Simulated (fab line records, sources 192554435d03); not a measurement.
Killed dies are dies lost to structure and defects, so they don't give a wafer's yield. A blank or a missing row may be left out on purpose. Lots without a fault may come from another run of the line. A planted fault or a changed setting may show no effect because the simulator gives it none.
Tool commonality check | flow n5_finfet | 8 lots, 24 wafers sampled

WHY IT WAS OPENED
At N5_BEOL_M6_OCD_MEAS_38 the reading trench_depth_nm is flagged on 2 of 8 lots. Wafers without a fault read 93.2 nm, standard deviation 1.9.
Rule: a lot is flagged when every wafer of it that has a number lies more than 4 standard deviations from that mean, or none has a number. The other lots count as sound.

lot  | measured     | on     | trench_depth_nm (nm), wafer by wafer | flag
L396 | day 8 12:00  | ocd-01 | 95.7 92.6 92.3                       |
L398 | day 9 07:05  | ocd-02 | 96.3 94.1 95.1                       |
L410 | day 11 22:27 | ocd-01 | 0 0.2 0.2                            | FLAGGED
L408 | day 11 22:53 | ocd-02 | 0.2 0.1 0.2                          | FLAGGED
L415 | day 13 12:16 | ocd-01 | 92.4 94.0 92.0                       |
L417 | day 13 23:49 | ocd-01 | 95.0 91.1 91.1                       |
L418 | day 14 05:55 | ocd-02 | 92.9 95.6 93.6                       |
L419 | day 14 06:20 | ocd-01 | 95.7 91.6 94.9                       |
The numbers of the flagged lots are 0.2 nm on average: -93.0 nm against the usual, or -49 standard deviations.

WHICH TOOL RAN EACH LOT
The record holds 4 process steps before the reading, out of a route of 1938 steps. In each cell: the tool, then ch and the chambers that the sampled wafers went through, then the start.
lot  | flag    | N5_BEOL_M6_ETCH_65                 | N5_BEOL_M6_STRIP_36                | N5_BEOL_M6_TRENCH_ETCH_37          | N5_BEOL_M6_STRIP_80
L396 |         | rie_diel-03 ch 0,1, day 8 11:37    | rie_diel-03 ch 0,1, day 8 11:48    | rie_diel-03 ch 0,1, day 8 11:50    | rie_diel-03 ch 0,1, day 8 12:00 or earlier
L398 |         | rie_diel-02 ch 1,3, day 9 06:42    | rie_diel-02 ch 1,3, day 9 06:53    | rie_diel-02 ch 1,3, day 9 06:55    | rie_diel-02 ch 1,3, day 9 07:05 or earlier
L410 | FLAGGED | rie_diel-03 ch 0,1,3, day 11 22:05 | rie_diel-03 ch 0,1,3, day 11 22:16 | rie_diel-03 ch 0,1,3, day 11 22:18 | rie_diel-03 ch 0,1,3, day 11 22:27 or earlier
L408 | FLAGGED | rie_diel-02 ch 0,1,2, day 11 22:30 | rie_diel-02 ch 0,1,2, day 11 22:41 | rie_diel-02 ch 0,1,2, day 11 22:43 | rie_diel-02 ch 0,1,2, day 11 22:53 or earlier
L415 |         | rie_diel-03 ch 1,2,3, day 13 11:53 | rie_diel-03 ch 1,2,3, day 13 12:04 | rie_diel-03 ch 1,2,3, day 13 12:07 | rie_diel-03 ch 1,2,3, day 13 12:16 or earlier
L417 |         | rie_diel-03 ch 0,1,3, day 13 23:26 | rie_diel-03 ch 0,1,3, day 13 23:37 | rie_diel-03 ch 0,1,3, day 13 23:40 | rie_diel-03 ch 0,1,3, day 13 23:49 or earlier
L418 |         | rie_diel-02 ch 1,2, day 14 05:32   | rie_diel-02 ch 1,2, day 14 05:43   | rie_diel-02 ch 1,2, day 14 05:46   | rie_diel-02 ch 1,2, day 14 05:55 or earlier
L419 |         | rie_diel-03 ch 0,1, day 14 05:58   | rie_diel-03 ch 0,1, day 14 06:09   | rie_diel-03 ch 0,1, day 14 06:11   | rie_diel-03 ch 0,1, day 14 06:20 or earlier
What these steps do:
- N5_BEOL_M6_ETCH_65: etches SiARC in CF4, target depth 15.6 nm, time 26 s.
- N5_BEOL_M6_STRIP_36: strips in N2/H2.
- N5_BEOL_M6_TRENCH_ETCH_37: etches SiCOH lowk in C4F6/O2, target depth 94.435 nm, time 31.5 s.
- N5_BEOL_M6_STRIP_80: strips in N2/H2, time 10 s.
- N5_BEOL_M6_OCD_MEAS_38

FLAGGED OVER TOTAL, TOOL BY TOOL (the gauges that took the reading come last)
step                      | tool        | lots run | flagged | share of the flagged lots | sound lots run after its first flagged lot
N5_BEOL_M6_ETCH_65        | rie_diel-02 | 3        | 1       | some                      | 1 (L418)
N5_BEOL_M6_ETCH_65        | rie_diel-03 | 5        | 1       | some                      | 3 (L415,L417,L419)
N5_BEOL_M6_STRIP_36       | rie_diel-02 | 3        | 1       | some                      | 1 (L418)
N5_BEOL_M6_STRIP_36       | rie_diel-03 | 5        | 1       | some                      | 3 (L415,L417,L419)
N5_BEOL_M6_TRENCH_ETCH_37 | rie_diel-02 | 3        | 1       | some                      | 1 (L418)
N5_BEOL_M6_TRENCH_ETCH_37 | rie_diel-03 | 5        | 1       | some                      | 3 (L415,L417,L419)
N5_BEOL_M6_STRIP_80       | rie_diel-02 | 3        | 1       | some                      | 1 (L418)
N5_BEOL_M6_STRIP_80       | rie_diel-03 | 5        | 1       | some                      | 3 (L415,L417,L419)
N5_BEOL_M6_OCD_MEAS_38    | ocd-01      | 5        | 1       | some                      | 3 (L415,L417,L419)
N5_BEOL_M6_OCD_MEAS_38    | ocd-02      | 3        | 1       | some                      | 1 (L418)
N5_BEOL_M6_STRIP_80 gives no start for some lots, so the hours and the order of its lots are those of N5_BEOL_M6_OCD_MEAS_38.

WHAT THE TABLE ALLOWS
No row of the table ran every flagged lot.

WHAT THE SIMULATOR HAD PUT IN
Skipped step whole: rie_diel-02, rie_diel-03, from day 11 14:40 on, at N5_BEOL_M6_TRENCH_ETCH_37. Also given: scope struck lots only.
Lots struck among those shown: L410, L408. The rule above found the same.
